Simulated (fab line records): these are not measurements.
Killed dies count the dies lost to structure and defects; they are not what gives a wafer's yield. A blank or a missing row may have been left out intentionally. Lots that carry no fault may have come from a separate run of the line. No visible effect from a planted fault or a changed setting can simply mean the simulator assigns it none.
Which tool was responsible? :: flow nand harc :: 13 lots with 38 wafers sampled at 4 steps, on a route of 1159 steps

== WHAT THE GAUGES SHOWED, per wafer ==
No reading from a measuring or inspecting step in the record can be judged against a usual standard deviation.

== TOOL THAT RAN EACH LOT (tool first, then ch and the chambers of the sampled wafers, then the start) ==
lot: L695
NHARC_A_STAIRCASE_ETCH_201: rie diel-04 ch 0,2, day 11 06:23 or earlier
NHARC_A_STAIRCASE_ETCH_223: rie diel-04 ch 1,3, day 11 06:23 or earlier
NHARC_A_STAIRCASE_ETCH_225: rie diel-04 ch 0,1,3, day 11 06:23
NHARC_A_STAIRCASE_TRIM_231: rie diel-04 ch 0,2,3, no start

lot: L697
NHARC_A_STAIRCASE_ETCH_201: rie diel-12 ch 2,3, day 11 14:59 or earlier
NHARC_A_STAIRCASE_ETCH_223: rie diel-04 ch 0,1,3, day 11 14:59 or earlier
NHARC_A_STAIRCASE_ETCH_225: rie diel-04 ch 1,2, day 11 14:59
NHARC_A_STAIRCASE_TRIM_231: rie diel-04 ch 0,2, no start

lot: L696
NHARC_A_STAIRCASE_ETCH_201: rie diel-04 ch 0,1,2, day 11 16:03 or earlier
NHARC_A_STAIRCASE_ETCH_223: rie diel-04 ch 1,3, day 11 16:03 or earlier
NHARC_A_STAIRCASE_ETCH_225: rie diel-04 ch 0,1,2, day 11 16:03
NHARC_A_STAIRCASE_TRIM_231: rie diel-04 ch 0,1,2, no start

lot: L699
NHARC_A_STAIRCASE_ETCH_201: rie diel-04 ch 2,3, day 12 02:29 or earlier
NHARC_A_STAIRCASE_ETCH_223: rie diel-11 ch 0,1, day 12 02:29 or earlier
NHARC_A_STAIRCASE_ETCH_225: rie diel-11 ch 0,1, day 12 02:29
NHARC_A_STAIRCASE_TRIM_231: rie diel-12 ch 2,3, no start

lot: L698
NHARC_A_STAIRCASE_ETCH_201: rie diel-11 ch 0,2, day 12 03:35 or earlier
NHARC_A_STAIRCASE_ETCH_223: rie diel-04 ch 2,3, day 12 03:35 or earlier
NHARC_A_STAIRCASE_ETCH_225: rie diel-04 ch 1,3, day 12 03:35
NHARC_A_STAIRCASE_TRIM_231: rie diel-04 ch 1,3, no start

lot: L702
NHARC_A_STAIRCASE_ETCH_201: rie diel-11 ch 0,1, day 12 18:14 or earlier
NHARC_A_STAIRCASE_ETCH_223: rie diel-11 ch 1,2, day 12 18:14 or earlier
NHARC_A_STAIRCASE_ETCH_225: rie diel-11 ch 2,3, day 12 18:14
NHARC_A_STAIRCASE_TRIM_231: rie diel-04 ch 0,1,2, no start

lot: L701
NHARC_A_STAIRCASE_ETCH_201: rie diel-12 ch 1,2,3, day 12 18:26 or earlier
NHARC_A_STAIRCASE_ETCH_223: rie diel-11 ch 1,2, day 12 18:26 or earlier
NHARC_A_STAIRCASE_ETCH_225: rie diel-11 ch 0,1, day 12 18:26
NHARC_A_STAIRCASE_TRIM_231: rie diel-11 ch 0,1,2, no start

lot: L704
NHARC_A_STAIRCASE_ETCH_201: rie diel-11 ch 0,1,2, day 13 15:42 or earlier
NHARC_A_STAIRCASE_ETCH_223: rie diel-04 ch 2,3, day 13 15:42 or earlier
NHARC_A_STAIRCASE_ETCH_225: rie diel-04 ch 0,2, day 13 15:42
NHARC_A_STAIRCASE_TRIM_231: rie diel-04 ch 2,3, no start

lot: L703
NHARC_A_STAIRCASE_ETCH_201: rie diel-12 ch 1,2, day 13 14:05 or earlier
NHARC_A_STAIRCASE_ETCH_223: rie diel-12 ch 0,2,3, day 13 14:05 or earlier
NHARC_A_STAIRCASE_ETCH_225: rie diel-12 ch 1,3, day 13 14:05
NHARC_A_STAIRCASE_TRIM_231: rie diel-12 ch 0,1,3, no start

lot: L710
NHARC_A_STAIRCASE_ETCH_201: rie diel-11 ch 1,2,3, day 14 20:29 or earlier
NHARC_A_STAIRCASE_ETCH_223: rie diel-04 ch 1,2,3, day 14 20:29 or earlier
NHARC_A_STAIRCASE_ETCH_225: rie diel-04 ch 0,2,3, day 14 20:29
NHARC_A_STAIRCASE_TRIM_231: rie diel-04 ch 0,1, no start

lot: L705
NHARC_A_STAIRCASE_ETCH_201: rie diel-04 ch 1,2,3, day 14 21:25 or earlier
NHARC_A_STAIRCASE_ETCH_223: rie diel-04 ch 0,2,3, day 14 21:25 or earlier
NHARC_A_STAIRCASE_ETCH_225: rie diel-04 ch 0,1,2, day 14 21:25
NHARC_A_STAIRCASE_TRIM_231: rie diel-04 ch 0,2,3, no start

lot: L709
NHARC_A_STAIRCASE_ETCH_201: rie diel-04 ch 0,1,3, day 15 01:41 or earlier
NHARC_A_STAIRCASE_ETCH_223: rie diel-04 ch 0,1,2, day 15 01:41 or earlier
NHARC_A_STAIRCASE_ETCH_225: rie diel-04 ch 0,1,2, day 15 01:41
NHARC_A_STAIRCASE_TRIM_231: rie diel-04 ch 0,1,3, no start

lot: L716
NHARC_A_STAIRCASE_ETCH_201: rie diel-04 ch 0, day 17 04:23 or earlier
NHARC_A_STAIRCASE_ETCH_223: rie diel-11 ch 2,3, day 17 04:23 or earlier
NHARC_A_STAIRCASE_ETCH_225: rie diel-11 ch 2,3, day 17 04:23
NHARC_A_STAIRCASE_TRIM_231: rie diel-12 ch 1,3, no start
- NHARC_A_STAIRCASE_ETCH_201: etches the open film in C4F8/O2, target depth 100 nm, time 40.5 s.
- NHARC_A_STAIRCASE_ETCH_223: etches the open film in C4F8/O2, target depth 100 nm, time 40.5 s.
- NHARC_A_STAIRCASE_ETCH_225: etches the open film in C4F8/O2, target depth 100 nm, time 40.5 s.
- NHARC_A_STAIRCASE_TRIM_231: chemistry O2, time 211.2 s.

== WHAT THE TOOLS THEMSELVES READ (means of the sampled wafers that have a number; where no wafer has one, the mark that the record gives instead) ==
NHARC_A_STAIRCASE_ETCH_201.
lot: L695
tool: rie diel-04
oes product au (a.u.): 0.920
rf vpp V (V): 890

lot: L697
tool: rie diel-12
oes product au (a.u.): 0.932
rf vpp V (V): 899

lot: L696
tool: rie diel-04
oes product au (a.u.): 0.952
rf vpp V (V): 892

lot: L699
tool: rie diel-04
oes product au (a.u.): 0.945
rf vpp V (V): 896

lot: L698
tool: rie diel-11
oes product au (a.u.): 0.951
rf vpp V (V): 891

lot: L702
tool: rie diel-11
oes product au (a.u.): 0.964
rf vpp V (V): 888

lot: L701
tool: rie diel-12
oes product au (a.u.): 0.950
rf vpp V (V): 896

lot: L704
tool: rie diel-11
oes product au (a.u.): 0.941
rf vpp V (V): 892

lot: L703
tool: rie diel-12
oes product au (a.u.): 0.929
rf vpp V (V): 892

lot: L710
tool: rie diel-11
oes product au (a.u.): 0.958
rf vpp V (V): 899

lot: L705
tool: rie diel-04
oes product au (a.u.): 0.957
rf vpp V (V): 894

lot: L709
tool: rie diel-04
oes product au (a.u.): 0.936
rf vpp V (V): 893

lot: L716
tool: rie diel-04
oes product au (a.u.): 0.944
rf vpp V (V): 888

NHARC_A_STAIRCASE_ETCH_223.
lot: L695
tool: rie diel-04
oes product au (a.u.): 0.942
rf vpp V (V): 894

lot: L697
tool: rie diel-04
oes product au (a.u.): 0.949
rf vpp V (V): 893

lot: L696
tool: rie diel-04
oes product au (a.u.): 0.937
rf vpp V (V): 897

lot: L699
tool: rie diel-11
oes product au (a.u.): 0.953
rf vpp V (V): 889

lot: L698
tool: rie diel-04
oes product au (a.u.): 0.942
rf vpp V (V): 896

lot: L702
tool: rie diel-11
oes product au (a.u.): 0.931
rf vpp V (V): 898

lot: L701
tool: rie diel-11
oes product au (a.u.): 0.933
rf vpp V (V): 898

lot: L704
tool: rie diel-04
oes product au (a.u.): 0.934
rf vpp V (V): 896

lot: L703
tool: rie diel-12
oes product au (a.u.): 0.941
rf vpp V (V): 898

lot: L710
tool: rie diel-04
oes product au (a.u.): 0.950
rf vpp V (V): 895

lot: L705
tool: rie diel-04
oes product au (a.u.): 0.941
rf vpp V (V): 894

lot: L709
tool: rie diel-04
oes product au (a.u.): 0.938
rf vpp V (V): 890

lot: L716
tool: rie diel-11
oes product au (a.u.): 0.954
rf vpp V (V): 902

NHARC_A_STAIRCASE_ETCH_225.
lot: L695
tool: rie diel-04
oes product au (a.u.): 0.952
rf vpp V (V): 894

lot: L697
tool: rie diel-04
oes product au (a.u.): 0.960
rf vpp V (V): 893

lot: L696
tool: rie diel-04
oes product au (a.u.): 0.937
rf vpp V (V): 891

lot: L699
tool: rie diel-11
oes product au (a.u.): 0.956
rf vpp V (V): 889

lot: L698
tool: rie diel-04
oes product au (a.u.): 0.944
rf vpp V (V): 898

lot: L702
tool: rie diel-11
oes product au (a.u.): 0.935
rf vpp V (V): 903

lot: L701
tool: rie diel-11
oes product au (a.u.): 0.941
rf vpp V (V): 888

lot: L704
tool: rie diel-04
oes product au (a.u.): 0.937
rf vpp V (V): 890

lot: L703
tool: rie diel-12
oes product au (a.u.): 0.941
rf vpp V (V): 897

lot: L710
tool: rie diel-04
oes product au (a.u.): 0.947
rf vpp V (V): 893

lot: L705
tool: rie diel-04
oes product au (a.u.): 0.936
rf vpp V (V): 891

lot: L709
tool: rie diel-04
oes product au (a.u.): 0.948
rf vpp V (V): 891

lot: L716
tool: rie diel-11
oes product au (a.u.): 0.875
rf vpp V (V): 902

NHARC_A_STAIRCASE_TRIM_231.
lot: L695
tool: rie diel-04
drypump motor current A (A): 5.3
oes product au (a.u.): 1.010
rf vpp V (V): 56.8
showerhead plenum p Torr (Torr): 3.48
throttle valve pct (%): 17.042

lot: L697
tool: rie diel-04
drypump motor current A (A): 5.3
oes product au (a.u.): 1.006
rf vpp V (V): 57.0
showerhead plenum p Torr (Torr): 3.37
throttle valve pct (%): 17.044

lot: L696
tool: rie diel-04
drypump motor current A (A): 5.7
oes product au (a.u.): 1.004
rf vpp V (V): 56.4
showerhead plenum p Torr (Torr): 3.40
throttle valve pct (%): 17.027

lot: L699
tool: rie diel-12
drypump motor current A (A): 5.9
oes product au (a.u.): 1.002
rf vpp V (V): 58.6
showerhead plenum p Torr (Torr): 3.57
throttle valve pct (%): 17.037

lot: L698
tool: rie diel-04
drypump motor current A (A): 5.9
oes product au (a.u.): 1.006
rf vpp V (V): 57.2
showerhead plenum p Torr (Torr): 3.49
throttle valve pct (%): 17.035

lot: L702
tool: rie diel-04
drypump motor current A (A): 5.6
oes product au (a.u.): 1.008
rf vpp V (V): 56.9
showerhead plenum p Torr (Torr): 3.39
throttle valve pct (%): 17.039

lot: L701
tool: rie diel-11
drypump motor current A (A): 5.4
oes product au (a.u.): 1.007
rf vpp V (V): 58.0
showerhead plenum p Torr (Torr): 3.45
throttle valve pct (%): 17.032

lot: L704
tool: rie diel-04
drypump motor current A (A): 5.6
oes product au (a.u.): 0.991
rf vpp V (V): 57.9
showerhead plenum p Torr (Torr): 3.52
throttle valve pct (%): 17.049

lot: L703
tool: rie diel-12
drypump motor current A (A): 5.6
oes product au (a.u.): 1.000
rf vpp V (V): 57.2
showerhead plenum p Torr (Torr): 3.51
throttle valve pct (%): 17.035

lot: L710
tool: rie diel-04
drypump motor current A (A): 5.4
oes product au (a.u.): 1.001
rf vpp V (V): 57.9
showerhead plenum p Torr (Torr): 3.35
throttle valve pct (%): 17.032

lot: L705
tool: rie diel-04
drypump motor current A (A): 5.3
oes product au (a.u.): 0.996
rf vpp V (V): 56.9
showerhead plenum p Torr (Torr): 3.47
throttle valve pct (%): 17.029

lot: L709
tool: rie diel-04
drypump motor current A (A): 5.5
oes product au (a.u.): 1.004
rf vpp V (V): 57.8
showerhead plenum p Torr (Torr): 3.45
throttle valve pct (%): 17.038

lot: L716
tool: rie diel-12
drypump motor current A (A): 5.5
oes product au (a.u.): 0.996
rf vpp V (V): 58.2
showerhead plenum p Torr (Torr): 3.49
throttle valve pct (%): 17.034

== THE ANSWER, worked out from the rows above alone ==
Rule: usual is defined by the lots themselves. The widest of any qualifying gaps counts: lots, ordered by their means at a reading, are off when they make up no more than a third of the lots, leave a main group of 4 or more, and stand apart from it by 3 or more times the standard deviation of that group's means. A main group whose means are all the same, to the digits that the tables above print for the reading, isn't used. A lot without any number at a reading at which 4 lots or more have one is off too. The other lots that the step has rows for count as sound. After the gauges, taken in route order, come the tools' own readings; for these a lot's mean is taken, as printed above. At the first step where some lot is off, the reading lying furthest off is the one used; lots without a number count as furthest.
Off: L716 (NHARC_A_STAIRCASE_ETCH_225, oes product au). Mean 0.945 a.u. and standard deviation 0.0079 in the main group.
If a tool, at that step or one of the process steps before it, ran each lot that is off and ran no sound lot following the first of them, it fits. With no start given for some of its lots, NHARC_A_STAIRCASE_ETCH_201 uses the hours and lot order of NHARC_A_STAIRCASE_ETCH_225. With no start given for some of its lots, NHARC_A_STAIRCASE_ETCH_223 uses the hours and lot order of NHARC_A_STAIRCASE_ETCH_225. 2 tools fit, rie diel-04 at NHARC_A_STAIRCASE_ETCH_201 and rie diel-11 at NHARC_A_STAIRCASE_ETCH_223 and NHARC_A_STAIRCASE_ETCH_225, so this cannot tell which one it is.

== WHAT HAD BEEN PUT IN BY THE SIMULATOR ==
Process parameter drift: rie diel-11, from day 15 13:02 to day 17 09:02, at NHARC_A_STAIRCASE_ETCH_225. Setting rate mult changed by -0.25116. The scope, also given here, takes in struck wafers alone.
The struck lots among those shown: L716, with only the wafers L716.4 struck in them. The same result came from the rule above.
